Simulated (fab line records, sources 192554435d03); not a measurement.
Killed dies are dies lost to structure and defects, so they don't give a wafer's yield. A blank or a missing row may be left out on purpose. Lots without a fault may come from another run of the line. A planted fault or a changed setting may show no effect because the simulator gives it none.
Chamber matching | flow n5_finfet | N5_FIN_SAQP_ALD_61 on ald_sin-02: 4 sister chambers
The step deposits SiO2, target thk 4 nm, pulse time 1 s, purge time 2 s. 24 wafers are shown with their chamber, then 12 later ones without.

WAFERS WITH THEIR CHAMBER
wafer  | chamber | heater_power_w (W) | precursor_pulse_height_rel
L074.1 | 1       | 481                | 0.998
L074.2 | 0       | 508                | 0.998
L074.3 | 2       | 462                | 0.985
L074.4 | 3       | 470                | 1.020
L074.5 | 1       | 481                | 0.947
L074.6 | 2       | 471                | 0.982
L078.1 | 3       | 474                | 1.027
L078.2 | 1       | 477                | 1.005
L078.3 | 2       | 463                | 1.035
L078.4 | 3       | 471                | 0.990
L078.5 | 1       | 469                | 1.004
L078.6 | 2       | 468                | 1.013
L080.1 | 3       | 468                | 0.979
L080.2 | 1       | 463                | 1.008
L080.6 | 2       | 470                | 0.990
L081.2 | 3       | 473                | 1.014
L081.3 | 1       | 479                | 0.974
L081.4 | 1       | 475                | 0.967
L082.1 | 1       | 479                | 0.980
L082.2 | 3       | 486                | 1.012
L082.4 | 2       | 465                | 0.982
L083.1 | 2       | 460                | 1.001
L083.2 | 1       | 468                | 1.027
L083.3 | 3       | 463                | 1.013

SIGNATURES (means of the wafers above)
reading                    | chamber 0 | chamber 1 | chamber 2 | chamber 3 | scatter within a chamber
heater_power_w             | 508.00    | 474.67    | 465.57    | 472.14    | 6.1
precursor_pulse_height_rel | 0.99800   | 0.99000   | 0.99829   | 1.00786   | 0.0212
Rule: a wafer's distance from a chamber is the root of the sum, over the readings, of the square of ((its reading less the chamber's mean) divided by the reading's scatter). The wafer belongs to the nearest chamber; if the next one is less than 2 further off, it can't be placed. The scatter: the root of (the sum of the squares of (reading less its chamber's mean) over the shown wafers, divided by (wafers less chambers)).

WAFERS WITHOUT THEIR CHAMBER
wafer  | heater_power_w (W) | precursor_pulse_height_rel
L083.4 | 470                | 1.019
L083.5 | 469                | 0.971
L083.6 | 467                | 1.002
L087.1 | 471                | 0.999
L087.5 | 490                | 1.027
L087.6 | 499                | 0.962
L088.1 | 454                | 1.029
L088.2 | 460                | 0.976
L088.4 | 496                | 1.018
L093.4 | 497                | 1.007
L093.5 | 450                | 1.012
L093.6 | 443                | 1.030

WHICH CHAMBER EACH WENT THROUGH
wafer  | from the rows above               | in truth
L083.4 | can't be placed: 3 or 2 or 1      | 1
L083.5 | can't be placed: 1 or 2 or 3      | 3
L083.6 | can't be placed: 2 or 3 or 1      | 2
L087.1 | can't be placed: 3 or 1 or 2      | 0
L087.5 | can't be placed: 1 or 3 or 0 or 2 | 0
L087.6 | can't be placed: 0 or 1           | 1
L088.1 | can't be placed: 2 or 3 or 1      | 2
L088.2 | can't be placed: 2 or 1 or 3      | 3
L088.4 | can't be placed: 0 or 1 or 3      | 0
L093.4 | can't be placed: 0 or 1           | 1
L093.5 | can't be placed: 2 or 3 or 1      | 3
L093.6 | can't be placed: 2 or 3 or 1      | 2
Placed correctly: 0 of 12. Can't be placed from these rows: 12 (the true chamber is among the candidates in 11). Placed wrongly: 0.
